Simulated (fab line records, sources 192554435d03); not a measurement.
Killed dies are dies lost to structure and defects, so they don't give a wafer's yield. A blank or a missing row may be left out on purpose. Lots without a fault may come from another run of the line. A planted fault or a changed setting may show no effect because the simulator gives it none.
A struck lot beside a sound one | flow n5_finfet | 27 steps out of a route of 1938
Sound: wafers L655.1, L655.2, L655.4. Struck: wafers L656.1, L656.2, L656.4. The cause comes at the end.
At each step with rows: each side's tool, then ch and its chambers, then its first start. Under that, the readings that differ: sound wafers | struck wafers | difference of the means | sigmas: that difference in standard deviations of wafers without a fault.
alike: readings whose means differ by less than 2 such deviations, and words and numbers that are the same on both sides. not compared: withheld readings, readings that some wafer has no value for, bounds like >300 that may hide the same value, and numbers for which the record gives no deviation and whose values overlap.
The two part at a step that has a row with sigmas, a row that says differs or no value, or rows on one side only. Numbers that don't overlap but have no deviation are shown without sigmas and don't part them. A reading that every wafer of one side lacks parts them only if that side has two wafers or more.

first, 10 steps without rows for these wafers: N5_BEOL_M2_DESCUM_16 (chemistry O2, time 7 s); N5_BEOL_M2_ETCH_74 (etches underlayer in N2/H2, target depth 6.5 nm, time 5.2 s); N5_BEOL_M2_ETCH_63 (etches SiARC in CF4, target depth 15.6 nm, time 26 s); N5_BEOL_M2_ETCH_64 (etches SOC in N2/H2, target depth 75 nm, overetch 22.5 nm, time 121.9 s); N5_BEOL_M2_STRIP_65 (strips in N2/H2); N5_BEOL_M2_STRIP_75 (strips in N2/H2); N5_BEOL_M2_STRIP_66 (strips in CF4); N5_BEOL_M2_HM_OPEN_17 (chemistry Cl2/BCl3, target TiN, target depth 20 nm, overetch 6 nm); N5_BEOL_M2_STRIP_19 (strips in O2); N5_BEOL_M2_COAT_67 (time 60 s, resist thk 60 nm).
N5_BEOL_M2_COAT_68: time 60 s, resist thk 12 nm.
  sound on litho_track-05 ch 0, day 11 16:37; struck on litho_track-03 ch 0, day 11 20:24
  reading                                    | sound                | struck               | difference | sigmas
  spin_speed_rpm (rpm)                       | 1499.1 1500.1 1498.9 | 1730.0 1728.1 1731.7 | +230.6     | +99 or more
  model.SiARC_of_BEOL_M2_COAT_68.thk_nm (nm) | 12 12 12             | 11.2 11.2 11.2       | -0.8       |
then, 9 steps without rows for these wafers: N5_BEOL_M2_COAT_76 (time 60 s, resist thk 5 nm); N5_BEOL_M2_COAT_22 (resist thk 30 nm); N5_BEOL_M2_EBR_24; N5_BEOL_M2_SOFTBAKE_23 (time 60 s); N5_BEOL_M2_EXPOSE_25 (exposes mask V1, defocus 5 nm); N5_BEOL_M2_PEB_26 (peb time 60 s); N5_BEOL_M2_DEVELOP_27 (develop time 30 s); N5_BEOL_M2_DESCUM_33 (chemistry O2, time 7 s); N5_BEOL_M2_ETCH_77 (etches underlayer in N2/H2, target depth 6.5 nm, time 5.2 s).
N5_BEOL_M2_ETCH_69: etches SiARC in CF4, target depth 15.6 nm, time 26 s.
  sound on rie_diel-03 ch 0,2,3, day 11 18:52; struck on rie_diel-02 ch 0,1,3, day 11 21:39
  reading                                      | sound             | struck            | difference | sigmas
  etch_rf_on_time_s (s)                        | 24.9 26.2 25.6    | 24.1 23.6 23.3    | -1.9       | -3
  model.etch.depth_nm (nm)                     | 11.98 11.94 12.02 | 11.17 11.18 11.16 | -0.81      |
  model.CAR-EUV_of_BEOL_M2_COAT_22.thk_nm (nm) | 11.2 11.2 11      | 11.8 11.8 11.6    | +0.6       |
  alike: drypump_motor_current_A, oes_product_au, rf_vpp_V, showerhead_plenum_p_Torr, throttle_valve_pct
  not compared: rf_hours_counter_h
then, 1 step without rows for these wafers: N5_BEOL_M2_ALD_98 (deposits SiO2, target thk 2.5 nm, pulse time 1 s, co reactant pulse time 1 s).
N5_BEOL_M2_ETCHBACK_99: etches SiO2 in CHF3, target depth 5 nm, time 10.4 s.
  sound on rie_diel-02 ch 0,1,3, day 12 03:47; struck on rie_diel-06 ch 0,2,3, day 12 03:50
  reading                                      | sound          | struck   | difference | sigmas
  model.CAR-EUV_of_BEOL_M2_COAT_22.thk_nm (nm) | 10.4 10.6 10.2 | 11 11 11 | +1         |
  alike: drypump_motor_current_A, oes_product_au, rf_vpp_V, showerhead_plenum_p_Torr, throttle_valve_pct
  not compared: rf_hours_counter_h
N5_BEOL_M2_ETCH_70: etches SOC in N2/H2, target depth 80 nm, overetch 24 nm, time 130 s.
  sound on rie_diel-02 ch 0,1,3, day 12 03:50; struck on rie_diel-06 ch 0,2,3, day 12 03:52
  alike: drypump_motor_current_A, oes_product_au, rf_vpp_V, showerhead_plenum_p_Torr, throttle_valve_pct
  not compared: rf_hours_counter_h, model.SiARC_of_BEOL_M2_COAT_68.thk_nm
then, 1 step without rows for these wafers: N5_BEOL_M2_STRIP_71 (strips in N2/H2).
N5_BEOL_M4_RC_MEAS_101:
  sound on prober-02 ch 0, day 13 06:28; struck on prober-01 ch 0, day 13 14:28
  reading   | sound          | struck         | difference | sigmas
  VT_P (mV) | -251 -255 -251 | -244 -245 -245 | +8         | +2
  alike: DIBL_N, DIBL_P, IOFF_N, IOFF_P, ION_N, ION_P, SS_N, SS_P, VT_N
-- the record jumps here: 4 days lie between the struck wafers' starts before and after (it left off in module BEOL_M4 and takes up again in module PASSIVATION, whose first step shown is number 1936 of the route) --
N5_PASSIVATION_PROBE_49:
  the record has rows for the struck wafers here (prober-01, day 17 21:05) and none for the sound ones

WHERE THEY PART
First at N5_BEOL_M2_COAT_68; last, within this record, at N5_PASSIVATION_PROBE_49.

WHY: what the simulator had put in
Process parameter drift: litho_track-03, from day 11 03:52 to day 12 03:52, at N5_BEOL_M2_COAT_68. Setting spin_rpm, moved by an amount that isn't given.
